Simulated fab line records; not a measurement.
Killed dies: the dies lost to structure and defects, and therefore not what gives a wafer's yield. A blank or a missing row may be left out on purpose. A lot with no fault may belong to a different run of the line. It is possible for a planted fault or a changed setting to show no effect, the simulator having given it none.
Which tool did it? / flow n5-finfet / 29 wafers from 10 lots sampled at 5 of the route's 1938 steps

## WHAT THE GAUGES SHOWED, per wafer
N5_BEOL_M4_RC_MEAS_101.
lot=L354; measured=day 8 07:52; on=prober-02; DIBL_N (mV/V)=36.7 37.2 35.3
lot=L355; measured=day 8 17:17; on=prober-01; DIBL_N (mV/V)=37.9 37.5 35.9
lot=L356; measured=day 9 02:08; on=prober-02; DIBL_N (mV/V)=34.0 36.0 33.7
lot=L357; measured=day 9 03:11; on=prober-01; DIBL_N (mV/V)=33.4 34.5 38.2
lot=L361; measured=day 10 01:29; on=prober-01; DIBL_N (mV/V)=34.3 31.8 32.5
lot=L366; measured=day 11 12:53; on=prober-01; DIBL_N (mV/V)=37.7 34.8 37.2
lot=L368; measured=day 12 03:38; on=prober-02; DIBL_N (mV/V)=37.2 35.6 37.6
lot=L370; measured=day 12 13:44; on=prober-01; DIBL_N (mV/V)=36.7 37.4 37.1
lot=L374; measured=day 13 17:22; on=prober-01; DIBL_N (mV/V)=34.4 33.9 36.7
lot=L376; measured=day 14 00:10; on=prober-01; DIBL_N (mV/V)=36.4 37.0

## TOOL THAT RAN EACH LOT (tool first, then ch and the chambers of the sampled wafers, then the start)
lot=L354; N5_STI_FIN_REVEAL_OXIDATION_31=plasma-asher-02 ch 1, day 2 12:47; N5_BEOL_M4_SPUTTER_90=pvd-sputter-03, day 7 19:53; N5_BEOL_M4_ANNEAL_95=pvd-sputter-03, day 7 20:24; N5_BEOL_M4_SPUTTER_96=pvd-sputter-03, day 7 20:32
lot=L355; N5_STI_FIN_REVEAL_OXIDATION_31=plasma-asher-02 ch 0,1, day 2 21:22; N5_BEOL_M4_SPUTTER_90=pvd-sputter-01, day 8 10:44; N5_BEOL_M4_ANNEAL_95=pvd-sputter-01, day 8 11:15; N5_BEOL_M4_SPUTTER_96=pvd-sputter-01, day 8 11:23
lot=L356; N5_STI_FIN_REVEAL_OXIDATION_31=plasma-asher-01 ch 0,1, day 3 05:30; N5_BEOL_M4_SPUTTER_90=pvd-sputter-03, day 9 00:22; N5_BEOL_M4_ANNEAL_95=pvd-sputter-03, day 9 00:53; N5_BEOL_M4_SPUTTER_96=pvd-sputter-03, day 9 01:02
lot=L357; N5_STI_FIN_REVEAL_OXIDATION_31=plasma-asher-01 ch 0,1, day 3 07:11; N5_BEOL_M4_SPUTTER_90=pvd-sputter-01, day 9 01:25; N5_BEOL_M4_ANNEAL_95=pvd-sputter-01, day 9 01:56; N5_BEOL_M4_SPUTTER_96=pvd-sputter-01, day 9 02:05
lot=L361; N5_STI_FIN_REVEAL_OXIDATION_31=plasma-asher-01 ch 0,1, day 4 06:04; N5_BEOL_M4_SPUTTER_90=pvd-sputter-02, day 9 23:00; N5_BEOL_M4_ANNEAL_95=pvd-sputter-02, day 9 23:31; N5_BEOL_M4_SPUTTER_96=pvd-sputter-02, day 9 23:40
lot=L366; N5_STI_FIN_REVEAL_OXIDATION_31=plasma-asher-01 ch 0,1, day 5 15:08; N5_BEOL_M4_SPUTTER_90=pvd-sputter-01, day 11 11:01; N5_BEOL_M4_ANNEAL_95=pvd-sputter-01, day 11 11:32; N5_BEOL_M4_SPUTTER_96=pvd-sputter-01, day 11 11:41
lot=L368; N5_STI_FIN_REVEAL_OXIDATION_31=plasma-asher-01 ch 0,1, day 6 00:49; N5_BEOL_M4_SPUTTER_90=pvd-sputter-03, day 12 01:53; N5_BEOL_M4_ANNEAL_95=pvd-sputter-03, day 12 02:24; N5_BEOL_M4_SPUTTER_96=pvd-sputter-03, day 12 02:32
lot=L370; N5_STI_FIN_REVEAL_OXIDATION_31=plasma-asher-02 ch 0,1, day 6 17:14; N5_BEOL_M4_SPUTTER_90=pvd-sputter-03, day 12 11:58; N5_BEOL_M4_ANNEAL_95=pvd-sputter-03, day 12 12:29; N5_BEOL_M4_SPUTTER_96=pvd-sputter-03, day 12 12:37
lot=L374; N5_STI_FIN_REVEAL_OXIDATION_31=plasma-asher-02 ch 0,1, day 7 13:52; N5_BEOL_M4_SPUTTER_90=pvd-sputter-02, day 13 13:50; N5_BEOL_M4_ANNEAL_95=pvd-sputter-02, day 13 14:22; N5_BEOL_M4_SPUTTER_96=pvd-sputter-02, day 13 14:30
lot=L376; N5_STI_FIN_REVEAL_OXIDATION_31=plasma-asher-02 ch 0,1, day 8 05:54; N5_BEOL_M4_SPUTTER_90=pvd-sputter-03, day 13 21:49; N5_BEOL_M4_ANNEAL_95=pvd-sputter-03, day 13 22:22; N5_BEOL_M4_SPUTTER_96=pvd-sputter-03, day 13 22:29
- N5_STI_FIN_REVEAL_OXIDATION_31: chemistry O2 PLASMA REMOTE, time 20 s.
- N5_BEOL_M4_SPUTTER_90: material Cu, target thk 4.5 nm, time 8.29 s.
- N5_BEOL_M4_ANNEAL_95: time 240 s.
- N5_BEOL_M4_SPUTTER_96: material Cu, target thk 4.5 nm, time 8.29 s.

## THE ANSWER, worked out from the rows above alone
Rule: the lots themselves supply what counts as usual. The widest of any qualifying gaps counts: lots, ordered by their means at a reading, are off when they make up no more than a third of the lots, leave a main group of 4 or more, and stand apart from it by 3 or more times the standard deviation of that group's means. If all means in a main group match to the digits the tables above print for the reading, that group is not used. Also off: a lot with no number at a reading for which 4 or more lots have one. Where the step has rows for the other lots, those lots are counted as sound.
None of the lots is off at any reading shown; this tells nothing.

## WHAT HAD BEEN PUT IN BY THE SIMULATOR
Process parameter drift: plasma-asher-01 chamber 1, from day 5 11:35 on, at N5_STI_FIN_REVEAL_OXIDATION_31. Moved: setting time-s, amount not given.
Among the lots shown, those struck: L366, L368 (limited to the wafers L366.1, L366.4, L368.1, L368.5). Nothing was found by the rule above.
